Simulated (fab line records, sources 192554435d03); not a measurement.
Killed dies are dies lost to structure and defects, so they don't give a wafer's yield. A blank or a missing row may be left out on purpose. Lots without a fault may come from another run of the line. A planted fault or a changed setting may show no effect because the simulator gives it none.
fab line records | flow n5_finfet
record lots=9 wafers=27 last_day=17
route steps=1938 shown BEOL_M2@910 BEOL_M3@931 BEOL_M4@1111 PASSIVATION@1936
lots that met no fault: from a run of the same line without faults
start_h: hours from the record's first day to the start of the lot's first wafer shown | wait_h: hours since the lot's step before | " the same as in the row above | L1.1+2: a row that stands for several wafers | - no value, or no start given | * or withheld: withheld | < > ~ a bound
route shown NAME@n: a module of which the file shows steps, and the number in the route of the first | usual: mean/standard deviation of fault-free wafers | same: alike in all rows | chamber/n: place in a boat | sites: the reading at each site | _std_site: their standard deviation | _edge_site: outer sites' mean less inner sites' | radius_mm: how far each site lies from the wafer's centre | mask NAME#n: copy n | behind: the tool/chamber that last shaped the wafer | hold: why the lot was held/for how many hours/how that ended | device: the transistor (n, p or np) that didn't switch | end of line: the same wafers' tests at the end of the route | a step without rows: its recipe alone | killed: dies lost to structure and defects at the first sort, not the wafer's yield | map: a wafer's dies, x killed, . not, _ none there
set.NAME: the setting as run; set.NAME@STEP: as run at that earlier step | model.NAME: the simulator's own value behind a step, which no gauge read
steps of the route over a sample of lots; a table a step, a row a wafer
services: from which hour (start_h, from the record's first day; less than 0 if before it) a tool's chamber was out of use, for how many hours, and why
## steps
# step N5_BEOL_M2_SPUTTER_86
# recipe material=Cu target_thk_a=45 temp_c=-20 chamber_pressure_pa=0.07 power_w=withheld time_s=8.29
# usual chamber_pressure_pa=0.07/0.00015 throttle_valve_pct=30.2/1.1
# columns lot.wafer tool chamber start_h wait_h chamber_pressure_pa throttle_valve_pct
L526.1 pvd_sputter-02 - 145.23 0.1 0.07005 30.6
L526.2 " - " " 0.07005 30.6
L526.5 " - " " 0.06988 30.5
L528.3 pvd_sputter-02 - 161.45 0.1 0.06988 28.1
L528.5 " - " " 0.07006 30.6
L528.6 " - " " 0.07007 30.6
L529.1 pvd_sputter-01 - 166.52 0.1 0.07006 30.0
L529.4 " - " " 0.07007 30.2
L529.5 " - " " 0.06967 30.1
L535.1 pvd_sputter-01 - 193.72 0.1 0.06991 30.1
L535.3 " - " " 0.07021 30.3
L535.6 " - " " 0.06996 30.0
L537.3 pvd_sputter-01 - 215.66 0.1 0.07 29.2
L537.4 " - " " 0.07009 30.2
L537.5 " - " " 0.06994 29.9
L539.2 pvd_sputter-03 - 231.14 0.1 0.07041 29.1
L539.3 " - " " 0.07011 31.9
L539.5 " - " " 0.07024 30.4
L541.1 pvd_sputter-01 - 236.33 0.1 0.07004 30.2
L541.2 " - " " 0.07014 30.4
L541.3 " - " " 0.07012 30.5
L546.1 pvd_sputter-01 - 266.33 0.1 0.06976 30.4
L546.2 " - " " 0.06996 30.2
L546.3 " - " " 0.07002 30.1
L548.1 pvd_sputter-03 - 284.70 0.1 0.07001 32.9
L548.3 " - " " 0.07005 30.1
L548.6 " - " " 0.06988 29.1
# step N5_BEOL_M2_SPUTTER_88
# recipe material=Cu target_thk_a=45 temp_c=-20 chamber_pressure_pa=0.07 power_w=withheld time_s=8.29
# usual chamber_pressure_pa=0.07001/0.00015 throttle_valve_pct=30.2/1.1
# columns lot.wafer tool chamber start_h wait_h chamber_pressure_pa throttle_valve_pct
L526.1 pvd_sputter-02 - 145.45 0.1 0.06981 30.5
L526.2 " - " " 0.07004 30.3
L526.5 " - " " 0.07007 30.1
L528.3 pvd_sputter-02 - 161.67 0.1 0.07001 28.4
L528.5 " - " " 0.07017 30.5
L528.6 " - " " 0.07009 30.7
L529.1 pvd_sputter-01 - 166.74 0.1 0.07015 30.0
L529.4 " - " " 0.07004 30.1
L529.5 " - " " 0.06973 30.1
L535.1 pvd_sputter-01 - 193.94 0.1 0.06987 30.1
L535.3 " - " " 0.07025 30.2
L535.6 " - " " 0.07013 30.0
L537.3 pvd_sputter-01 - 215.88 0.1 0.06987 29.2
L537.4 " - " " 0.06982 30.5
L537.5 " - " " 0.07023 29.9
L539.2 pvd_sputter-03 - 231.36 0.1 0.07036 29.1
L539.3 " - " " 0.07002 32.1
L539.5 " - " " 0.0699 30.0
L541.1 pvd_sputter-01 - 236.55 0.1 0.06975 29.8
L541.2 " - " " 0.07023 30.3
L541.3 " - " " 0.06981 30.0
L546.1 pvd_sputter-01 - 266.55 0.1 0.07008 30.4
L546.2 " - " " 0.06999 30.2
L546.3 " - " " 0.0701 30.1
L548.1 pvd_sputter-03 - 284.92 0.1 0.07035 32.7
L548.3 " - " " 0.07033 30.0
L548.6 " - " " 0.07019 29.0
# step N5_BEOL_M2_SPUTTER_90
# recipe material=Cu target_thk_a=45 temp_c=-20 chamber_pressure_pa=0.07 power_w=withheld time_s=8.29
# usual chamber_pressure_pa=0.07/0.00014 throttle_valve_pct=30.2/1.1
# columns lot.wafer tool chamber start_h wait_h chamber_pressure_pa throttle_valve_pct
L526.1 pvd_sputter-02 - 145.67 0.1 0.06989 30.6
L526.2 " - " " 0.06994 30.6
L526.5 " - " " 0.06993 30.2
L528.3 pvd_sputter-02 - 161.89 0.1 0.06976 28.3
L528.5 " - " " 0.06987 30.6
L528.6 " - " " 0.06993 31.0
L529.1 pvd_sputter-01 - 166.96 0.1 0.06987 30.1
L529.4 " - " " 0.07003 29.8
L529.5 " - " " 0.06992 30.4
L535.1 pvd_sputter-01 - 194.16 0.1 0.06991 30.1
L535.3 " - " " 0.06988 30.3
L535.6 " - " " 0.06981 30.2
L537.3 pvd_sputter-01 - 216.10 0.1 0.06987 29.3
L537.4 " - " " 0.06976 30.3
L537.5 " - " " 0.07001 29.9
L539.2 pvd_sputter-03 - 231.58 0.1 0.06988 29.2
L539.3 " - " " 0.07017 31.8
L539.5 " - " " 0.0702 30.2
L541.1 pvd_sputter-01 - 236.77 0.1 0.07012 29.9
L541.2 " - " " 0.07019 30.1
L541.3 " - " " 0.06988 30.2
L546.1 pvd_sputter-01 - 266.77 0.1 0.07 30.3
L546.2 " - " " 0.06989 30.3
L546.3 " - " " 0.06997 29.9
L548.1 pvd_sputter-03 - 285.14 0.1 0.07017 33.0
L548.3 " - " " 0.07003 30.1
L548.6 " - " " 0.06998 29.0
# step N5_BEOL_M3_ILD_DEP_00
# recipe material=SiOC target_thk_a=790 temp_c=350 precursor=DEMS/O2 pressure_torr=5 rf_w=500 time_s=15.3
# usual heater_power_w=449/64 showerhead_plenum_p_Torr=5.692/0.02 throttle_valve_pct=11.8/0.49
# columns lot.wafer tool chamber start_h wait_h heater_power_w showerhead_plenum_p_Torr throttle_valve_pct
L526.1 pecvd-01 2 147.50 0.0 434 5.672 11.4
L526.2 " 0 " " 516 5.676 11.9
L526.5 " 2 " " 427 5.660 11.2
L528.3 pecvd-01 1 163.68 0.0 434 5.717 12.1
L528.5 " 0 " " 495 5.673 12.1
L528.6 " 2 " " 414 5.687 11.3
L529.1 pecvd-02 2 168.75 0.0 391 5.675 12.5
L529.4 " 2 " " 381 5.667 12.3
L529.5 " 0 " " 536 5.647 11.9
L535.1 pecvd-01 2 196.04 0.0 359 5.686 11.3
L535.3 " 1 " " 421 5.731 12.1
L535.6 " 0 " " 457 5.691 11.8
L537.3 pecvd-01 0 217.90 0.0 496 5.690 12.0
L537.4 " 1 " " 365 5.745 12.1
L537.5 " 2 " " 424 5.673 11.4
L539.2 pecvd-01 1 233.40 0.0 409 5.734 12.1
L539.3 " 0 " " 463 5.690 11.9
L539.5 " 0 " " 466 5.688 12.0
L541.1 pecvd-01 0 238.54 0.0 433 5.706 12.1
L541.2 " 2 " " 360 5.676 11.2
L541.3 " 1 " " 438 5.719 12.0
L546.1 pecvd-02 2 268.54 0.0 373 5.678 11.2
L546.2 " 1 " " 407 5.713 12.7
L546.3 " 0 " " 540 5.685 12.1
L548.1 pecvd-02 1 287.35 0.0 411 5.708 12.9
L548.3 " 0 " " 524 5.666 12.1
L548.6 " 1 " " 405 5.731 12.7
# step N5_BEOL_M3_THK_MEAS_01
# recipe reads=SiOC_of_BEOL_M3_ILD_DEP_00
# usual M3_ILD_THK=79.0/0.92
# columns lot.wafer tool chamber start_h wait_h M3_ILD_THK[nm]
L526.1 film_metro-02 - 147.59 0.1 78.6
L526.2 " - " " 77.9
L526.5 " - " " 80.8
L528.3 film_metro-02 - 163.75 0.1 79.0
L528.5 " - " " 79.7
L528.6 " - " " 80.8
L529.1 film_metro-02 - 168.81 0.0 78.2
L529.4 " - " " 78.5
L529.5 " - " " 78.0
L535.1 film_metro-02 - 196.12 0.1 78.2
L535.3 " - " " 79.7
L535.6 " - " " 79.9
L537.3 film_metro-02 - 217.97 0.1 78.4
L537.4 " - " " 79.3
L537.5 " - " " 80.0
L539.2 film_metro-01 - 233.47 0.1 128.2
L539.3 " - " " 129.3
L539.5 " - " " 130.4
L541.1 film_metro-02 - 238.60 0.0 78.1
L541.2 " - " " 129.2
L541.3 " - " " 128.3
L546.1 film_metro-01 - 268.61 0.0 78.8
L546.2 " - " " 78.3
L546.3 " - " " 79.7
L548.1 film_metro-02 - 287.41 0.0 79.3
L548.3 " - " " 78.7
L548.6 " - " " 80.3
# step N5_BEOL_M4_RC_MEAS_101
# usual DIBL_N=36.5/1.4 DIBL_P=36.6/1.6 IOFF_N=0.160/0.024 IOFF_P=0.217/0.029 ION_N=674/8.7 ION_P=464/6.5 SS_N=71.6/0.47 SS_P=73.4/0.57 VT_N=250.0/2.5 VT_P=-250/3.1
# columns lot.wafer tool chamber start_h wait_h DIBL_N[mV/V] DIBL_P[mV/V] IOFF_N[nA/um] IOFF_P[nA/um] ION_N[uA/um] ION_P[uA/um] SS_N[mV/dec] SS_P[mV/dec] VT_N[mV] VT_P[mV]
L526.1 prober-02 0 174.07 0.0 34.3 35.8 0.140 0.193 663 465 71.6 72.8 250.5 -251
L526.2 " 0 " " 35.2 36.7 0.143 0.203 666 461 71.8 72.6 251.5 -251
L526.5 " 0 " " 35.5 36.3 0.152 0.208 671 462 71.7 73.3 249.1 -249
L528.3 prober-02 0 193.68 0.3 34.9 35.5 0.155 0.228 680 471 71.6 73.5 249.3 -249
L528.5 " 0 " " 33.5 33.6 0.128 0.191 667 466 71.3 72.9 252.2 -252
L528.6 " 0 " " 35.1 36.0 0.159 0.224 687 471 72.0 73.1 249.7 -247
L529.1 prober-01 0 195.34 0.0 37.1 37.2 0.180 0.253 687 474 71.6 73.5 247.7 -247
L529.4 " 0 " " 36.6 36.7 0.178 0.256 675 468 71.7 72.6 247.2 -246
L529.5 " 0 " " 36.3 36.3 0.169 0.241 684 475 71.6 73.6 244.9 -245
L535.1 prober-02 0 218.91 0.2 38.4 37.1 0.194 0.234 675 462 71.9 73.4 245.2 -250
L535.3 " 0 " " 37.3 36.7 0.182 0.243 687 467 71.9 74.1 248.5 -250
L535.6 " 0 " " 37.9 36.9 0.184 0.232 680 469 71.9 73.7 245.5 -251
L537.3 prober-01 0 244.15 0.3 35.7 35.4 0.134 0.212 666 469 70.7 72.5 251.2 -249
L537.4 " 0 " " 37.9 37.3 0.174 0.239 681 465 72.1 73.1 249.5 -246
L537.5 " 0 " " 36.0 35.4 0.140 0.210 675 468 71.0 72.9 249.9 -249
L541.1 prober-02 0 263.15 0.0 35.3 34.9 0.123 0.158 667 452 71.6 73.2 255.3 -256
L546.1 prober-01 0 286.38 0.0 35.9 35.8 0.153 0.224 681 465 71.5 73.0 249.2 -249
L546.2 " 0 " " 34.7 34.1 0.133 0.208 670 466 70.7 73.3 252.9 -246
L546.3 " 0 " " 35.5 34.8 0.139 0.221 662 465 71.4 73.3 250.5 -246
L548.1 prober-02 0 304.14 0.0 37.0 36.3 0.169 0.218 677 459 72.2 72.9 249.2 -251
L548.3 " 0 " " 36.4 36.3 0.166 0.213 682 464 71.4 74.0 247.6 -252
L548.6 " 0 " " 36.7 36.4 0.173 0.222 680 464 72.0 73.8 247.2 -249
# step N5_PASSIVATION_PROBE_49
# usual defect_limited_yield=91.2/1.4 killed_at_M0_to_M3=34/9.4 killed_at_M4_up=13/5.8 killed_at_contacts=13/6.4 killed_at_front_end=41/11 killed_at_other=3.1/2.3 killed_dies=103/16 killed_on_rim=13/3.4 killed_open=69/12 killed_short=33/7.8 sort_bin_5_function=5.1/0.91 sort_bin_6_memory=3.3/0.63 sort_n_pass=1077/16 sort_yield_pct=91.2/1.4
# same gross_dies=1180 killed_at_back_side=0 sort_bin_4_leakage[%]=0 sort_bin_8_speed[%]=0
# columns lot.wafer tool chamber start_h wait_h defect_limited_yield[%] killed_at_M0_to_M3 killed_at_M4_up killed_at_contacts killed_at_front_end killed_at_other killed_dies killed_on_rim killed_open killed_short sort_bin_5_function[%] sort_bin_6_memory[%] sort_n_pass sort_yield_pct[%]
L539.2 prober-01 - 355.35 0.1 0 1094 16 12 55 3 1180 152 81 37 96.0 3.6 0 0
L539.3 prober-01 - 355.40 0.1 0 1116 7 12 39 6 1180 152 69 22 96.3 3.6 0 0
L539.5 prober-01 - 355.50 0.2 0 1099 10 15 52 4 1180 152 74 28 96.1 3.5 0 0
L541.1 prober-01 - 362.07 0.0 92.5 25 5 20 33 5 88 10 55 33 4.6 2.6 1092 92.5
L541.2 prober-01 - 362.12 0.1 0 1114 6 24 29 7 1180 152 58 36 96.5 3.1 0 0
L541.3 prober-01 - 362.17 0.1 0 1105 7 21 41 6 1180 152 66 45 95.8 3.7 0 0
# killed by level:class
L539.2 BEOL_M3:area_dep=1061 STI_FIN_REVEAL:geometric_particle:open=20 MOL_CONTACT_COAG:geometric_particle:open=11 BEOL_M0_SAQP:geometric_particle:open=10 BEOL_M0_SAQP:geometric_particle:short=8 ILD0:geometric_particle:open=6 ILD0:geometric_particle:short=5 GATE_CUT:geometric_particle:short=5
L539.3 BEOL_M3:area_dep=1087 MOL_CONTACT_COAG:geometric_particle:open=12 BEOL_M3:geometric_particle:open=11 STI_FIN_REVEAL:geometric_particle:open=10 FIN_SAQP:geometric_particle:open=5 BEOL_M1:geometric_particle:open=5 BEOL_M3:geometric_particle:short=4 BEOL_M0_SAQP:geometric_particle:open=4
L539.5 BEOL_M3:area_dep=1074 STI_FIN_REVEAL:geometric_particle:open=22 MOL_CONTACT_COAG:geometric_particle:open=11 BEOL_M0_SAQP:geometric_particle:open=8 DUMMY_GATE:geometric_particle:open=6 ILD0:geometric_particle:open=6 STI_FIN_REVEAL:geometric_particle:short=5 BEOL_M0_SAQP:geometric_particle:short=5
L541.1 MOL_CONTACT_COAG:geometric_particle:open=15 DUMMY_GATE:geometric_particle:open=7 BEOL_M0_SAQP:geometric_particle:short=7 BEOL_M3:geometric_particle:open=6 BEOL_M0_SAQP:geometric_particle:open=6 FIN_SAQP:geometric_particle:short=5 MOL_CONTACT_COAG:geometric_particle:short=5 FIN_SAQP:geometric_particle:open=3
L541.2 BEOL_M3:area_dep=1086 MOL_CONTACT_COAG:geometric_particle:open=19 BEOL_M0_SAQP:geometric_particle:short=9 STI_FIN_REVEAL:geometric_particle:open=6 BEOL_M0_SAQP:geometric_particle:open=6 DUMMY_GATE:geometric_particle:open=5 MOL_CONTACT_COAG:geometric_particle:short=5 BEOL_M5:geometric_particle:short=5
L541.3 BEOL_M3:area_dep=1069 MOL_CONTACT_COAG:geometric_particle:open=14 BEOL_M0_SAQP:geometric_particle:short=12 BEOL_M0_SAQP:geometric_particle:open=10 FIN_SAQP:geometric_particle:open=9 GATE_CUT:geometric_particle:short=8 BEOL_M3:geometric_particle:open=8 FIN_SAQP:geometric_particle:short=7
## services
# columns tool chamber start_h hours kind
pecvd-01 1 121.59 2.1 scheduled_down
pecvd-02 2 130.08 5.5 scheduled_down
pecvd-01 1 145.26 4.8 repair
pvd_sputter-03 - 168.44 10.5 repair
pecvd-02 2 202.38 - clean
pecvd-02 2 202.38 - consumable_replace:showerhead
pecvd-02 2 202.38 29.0 scheduled_down
pecvd-02 2 202.38 29.0 vent_cycle
pecvd-02 0 222.07 5.5 scheduled_down
pecvd-02 - 227.83 0.8 repair
pecvd-02 1 254.31 5.5 scheduled_down
pecvd-01 1 273.93 5.5 scheduled_down
## key
first_sign step=N5_BEOL_M3_THK_MEAS_01 reading=M3_ILD_THK direction=up sigmas=54 usual=79.0 struck=129.1
effect step=N5_PASSIVATION_PROBE_49 reading=killed_at_M0_to_M3 direction=up sigmas=99+ usual=34 struck=1106
more_kills_born_at N5_BEOL_M3_ILD_DEP_00@pecvd-01=5377
met_at N5_BEOL_M3_ILD_DEP_00
struck_lots L539,L541
struck_wafers L539.2,L539.3,L539.5,L541.2,L541.3
later_rows_left_out L539.2,L539.3,L539.5,L541.2,L541.3
not_acting_at N5_BEOL_M2_SPUTTER_86,N5_BEOL_M2_SPUTTER_88,N5_BEOL_M2_SPUTTER_90
onset_between 217.90 233.40
fault kind=process_parameter_drift tool=pecvd-01 chamber=- onset_h=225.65 steps=N5_BEOL_M3_ILD_DEP_00 channel=time_s offset=* shape=step end_h=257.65 scope=struck_wafers_only acts_in=* stated=*
# later_rows_left_out: the simulator's readings of these wafers behind a module that went badly wrong aren't trusted and aren't shown, but for the sort
